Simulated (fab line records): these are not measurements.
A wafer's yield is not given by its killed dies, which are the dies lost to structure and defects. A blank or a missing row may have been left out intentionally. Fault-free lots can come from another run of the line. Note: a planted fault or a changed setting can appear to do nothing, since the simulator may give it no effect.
Split-lot trial -- flow n5 finfet -- 21 wafers read across 7 lots, on a route 1938 steps long

== THE SPLIT ==
At N5_BEOL_M15_SPUTTER_43 (material TaN, target thk 15 nm, time 24.19 s), the setting time s was moved away from the recipe's 24.19 s on 7 of the 21 wafers read, by -6.1% to +13.8%. This setting was run at the recipe's value on the other wafers.

The reading comes from the split's own step.

== THE READING ==
TaN_of_BEOL_M15_SPUTTER_43.thk nm (the simulator's own value, which no gauge read), in nm, at N5_BEOL_M15_SPUTTER_43 (material TaN, target thk 15 nm, time 24.19 s). The file does not state a usual value for it. The 14 wafers here that ran the recipe average 15.0 nm, standard deviation 0.24 nm.

wafer,"tool, chamber at the split","time s as run, s",against the recipe,"TaN_of_BEOL_M15_SPUTTER_43.thk nm, nm",against lot-mates on the recipe
L075.1,"pvd sputter-03, -",24.19,recipe,15,-
L075.6,"pvd sputter-03, -",24.19,recipe,15,-
L075.4,"pvd sputter-03, -",24.19,recipe,14.8,-
L076.1,"pvd sputter-01, -",22.72,-6.1%,13.8,-1.0
L076.2,"pvd sputter-01, -",22.72,-6.1%,14.2,-0.6
L076.5,"pvd sputter-01, -",24.19,recipe,14.8,-
L084.1,"pvd sputter-03, -",24.19,recipe,14.8,-
L084.6,"pvd sputter-03, -",24.19,recipe,14.8,-
L084.5,"pvd sputter-03, -",24.19,recipe,15.2,-
L089.3,"pvd sputter-01, -",24.19,recipe,15,-
L089.5,"pvd sputter-01, -",24.19,recipe,15,-
L089.6,"pvd sputter-01, -",24.19,recipe,15.4,-
L094.1,"pvd sputter-02, -",26.26,+8.6%,16.4,no lot-mate on the recipe
L094.4,"pvd sputter-02, -",26.26,+8.6%,16.4,no lot-mate on the recipe
L094.6,"pvd sputter-02, -",26.26,+8.6%,16.6,no lot-mate on the recipe
L095.4,"pvd sputter-01, -",24.19,recipe,15.4,-
L095.5,"pvd sputter-01, -",24.19,recipe,14.6,-
L095.6,"pvd sputter-01, -",24.19,recipe,15,-
L097.4,"pvd sputter-01, -",27.54,+13.8%,17.2,+1.8
L097.5,"pvd sputter-01, -",24.19,recipe,15.4,-
L097.6,"pvd sputter-01, -",27.54,+13.8%,17,+1.6

THE FIT
A straight line over all 21 wafers: TaN_of_BEOL_M15_SPUTTER_43.thk nm changes by +0.159 nm for each +1% of time s; r = +0.97; the points scatter about the line by 0.23 nm.
The same after taking each lot's own level away (the mean of its wafers on the recipe; 18 wafers): +0.124 nm for each +1%; r = +0.95; scatter 0.2 nm.
Per that fit: largest time s move, reading shift of 1.7 nm.
From 14.80 to 15.40 nm: that is the span of the lots' own levels, equal to 2.5 times the standard deviation above.
In other words, the slope is changed by the lot-to-lot level; the two fits disagree.
Check: +1.65 nm against its lot-mates is what the line predicts for one of the wafers moved furthest among these (+13.8%) when that wafer is left out of the fit. It came out at +1.8 nm against them.

== ADDITIONAL SPLITS CARRIED BY THESE WAFERS ==
These wafers also went through other splits before the reading. Each is held against what the fit with the lots' levels taken away leaves over:
other split on the same wafers,wafers away from the commonest value,r with TaN_of_BEOL_M15_SPUTTER_43.thk nm (lot level and that fit taken away)
N5_BEOL_M10_TRENCH_ETCH_37 time s,8,+0.06
N5_BEOL_M11_VIA_ETCH_34 time s,5,-0.11
N5_BEOL_M11_CURE_72 time s,8,+0.00
N5_BEOL_M12_CMP_49 down force psi,7,+0.29
N5_BEOL_M13_SPUTTER_43 time s,5,-0.16
N5_BEOL_M14_DEP_53 time s,4,+0.10
N5_BEOL_M15_COAT_58 spin rpm,6,+0.09
N5_BEOL_M15_TRENCH_ETCH_34 bias w,9,+0.12

== THE FILE'S OWN FIT ==
TaN_of_BEOL_M15_SPUTTER_43.thk nm changes by +0.124 nm for each +1% of time s, r = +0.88.
